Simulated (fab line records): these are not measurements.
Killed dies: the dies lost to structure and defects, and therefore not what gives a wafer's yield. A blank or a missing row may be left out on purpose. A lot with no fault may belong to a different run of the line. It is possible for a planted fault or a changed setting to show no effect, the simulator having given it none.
A struck lot beside a sound one :: flow n5Finfet :: 35 steps out of a route of 1938
Sound: the wafers L983.3, L983.4, L983.6. Struck: wafers L986.2, L986.3 (left out: L986.5, a lot-mate that was not struck); the cause follows at the end.
For every step that has rows: the tool of each side, followed by ch and its chambers, followed by its first start. Under that, the readings that differ: sound wafers :: struck wafers :: difference of the means :: sigmas: that difference in standard deviations of wafers without a fault.
alike: readings with means less than 2 such deviations apart, plus words and numbers identical on both sides. not compared: withheld readings, readings lacking a value on some wafer, bounds such as >300 that could conceal the same value, and numbers that have no deviation in the record and whose values overlap.
A row with sigmas, a row that says differs or no value, or rows on one side alone: a step with any of these is where the two part. Numbers that have no deviation but don't overlap get no sigmas and don't part them. Lack of a reading on every wafer of one side parts them only where that side has two or more wafers.

first, 10 steps without rows for these wafers: N5_STI_FIN_REVEAL_PRECLEAN_18 (cleans in SC2, time 45 s); N5_STI_FIN_REVEAL_SRD_28 (time 30 s); N5_DUMMY_GATE_PRECLEAN_00 (cleans in O3/DIW, time 60 s); N5_DUMMY_GATE_SRD_01 (time 30 s); N5_DUMMY_GATE_ALD_02 (deposits SiO2, target thk 2 nm, pulse time 1 s); N5_DUMMY_GATE_CVD_03 (deposits a-Si from SiH4, target thk 150 nm, time 8042 s); N5_DUMMY_GATE_PRECLEAN_46 (cleans in DIW, time 89.5 s); N5_DUMMY_GATE_SRD_47 (dry time 32 s); N5_DUMMY_GATE_CMP_04 (polishes a-Si); N5_DUMMY_GATE_HM_DEP_06 (deposits SiNx from DCS/NH3, target thk 80 nm, time 5141 s).
N5_DUMMY_GATE_PECVD_30: deposits SiO2 from TEOS/O2, target thk 55 nm, time 10.8 s.
  sound on pecvd-01 ch 1,2, day 7 08:43; struck on pecvd-04 ch 0,1, day 8 04:53
reading: model.SiO2_of_DUMMY_GATE_PECVD_30.thkNm (nm)
sound: 53.8 55.2 54
struck: 41.2 42.2
difference: -12.6
sigmas: 
then, 22 steps without rows for these wafers: N5_DUMMY_GATE_COAT_34 (time 60 s, resist thk 60 nm); N5_DUMMY_GATE_COAT_35 (time 60 s, resist thk 10 nm); N5_DUMMY_GATE_COAT_28 (time 60 s, resist thk 10 nm); N5_DUMMY_GATE_COAT_09 (resist thk 30 nm); N5_DUMMY_GATE_EBR_11; N5_DUMMY_GATE_SOFTBAKE_10 (time 60 s); N5_DUMMY_GATE_EXPOSE_12 (exposes mask GATE, target cd 25 nm); N5_DUMMY_GATE_PEB_13 (peb time 60 s); N5_DUMMY_GATE_DEVELOP_14 (develop time 30 s); N5_DUMMY_GATE_DESCUM_20 (chemistry O2, time 6.2 s); N5_DUMMY_GATE_ETCH_29 (etches underlayer in N2/H2, target depth 13 nm); N5_DUMMY_GATE_ETCH_36 (etches SiARC in CF4, target depth 13 nm); N5_DUMMY_GATE_ETCH_37 (etches SOC in N2/H2, target depth 60 nm, overetch 30 nm); N5_DUMMY_GATE_STRIP_38 (strips in N2/H2); N5_DUMMY_GATE_STRIP_39 (strips in N2/H2); N5_DUMMY_GATE_TRIM_49 (chemistry O2, time 29 s, target cd 14 nm); N5_DUMMY_GATE_STRIP_40 (strips in CF4); N5_DUMMY_GATE_ETCH_31 (etches SiO2 in C4F6/O2, target depth 82.5 nm, time 27.5 s); N5_DUMMY_GATE_STRIP_41 (strips in O2); N5_DUMMY_GATE_HM_OPEN_21 (chemistry CH3F/O2, target SiNx, target depth 120 nm, time 171.4 s); N5_DUMMY_GATE_ETCH_32 (etches SiO2 in CF4, target depth 3.5 nm, time 3.9 s); N5_DUMMY_GATE_ETCH_23 (etches poly-Si in HBr/Cl2/O2, target depth 41 nm, time 22.3 s).
N5_DUMMY_GATE_ETCH_44: etches poly-Si in HBr/O2, stops on SiO2, target depth 127.5 nm.
  sound on rieSi-04 ch 0,3, day 7 14:42; struck on rieSi-02 ch 2,3, day 8 06:21
reading: model.SiO2_of_DUMMY_GATE_PECVD_30.thkNm (nm)
sound: 37.2 38.6 37.2
struck: 24.4 25.2
difference: -12.9
sigmas: 
  alike: HBr_flow_sccm, drypumpMotorCurrentA, oesProductAu, throttleValvePct
  not compared: rfHoursCounterH
-- here the record skips 5 days between the struck wafers' starts before and after, leaving off in module DUMMY_GATE and picking up in module BEOL_M4 (first step shown: number 1111 of the route) --
N5_BEOL_M4_RC_MEAS_101:
  sound on prober-01 ch 0, day 12 03:58; struck on prober-02 ch 0, day 13 02:27
reading: IOFF_P (nA/um)
sound: 0.16 0.23 0.15
struck: 0.28 0.25
difference: +0.09
sigmas: +2

reading: ION_P (uA/um)
sound: 446 460 447
struck: 470 473
difference: +20
sigmas: +3

reading: VT_N (mV)
sound: 253 247 253
struck: 246 241
difference: -8
sigmas: -2

reading: VT_P (mV)
sound: -256 -253 -255
struck: -246 -246
difference: +9
sigmas: +3
  alike: DIBL_N, DIBL_P, IOFF_N, ION_N, SS_N, SS_P

WHERE THEY PART
At N5_BEOL_M4_RC_MEAS_101 and nowhere else, as far as this record goes.

WHY: the cause the simulator had injected
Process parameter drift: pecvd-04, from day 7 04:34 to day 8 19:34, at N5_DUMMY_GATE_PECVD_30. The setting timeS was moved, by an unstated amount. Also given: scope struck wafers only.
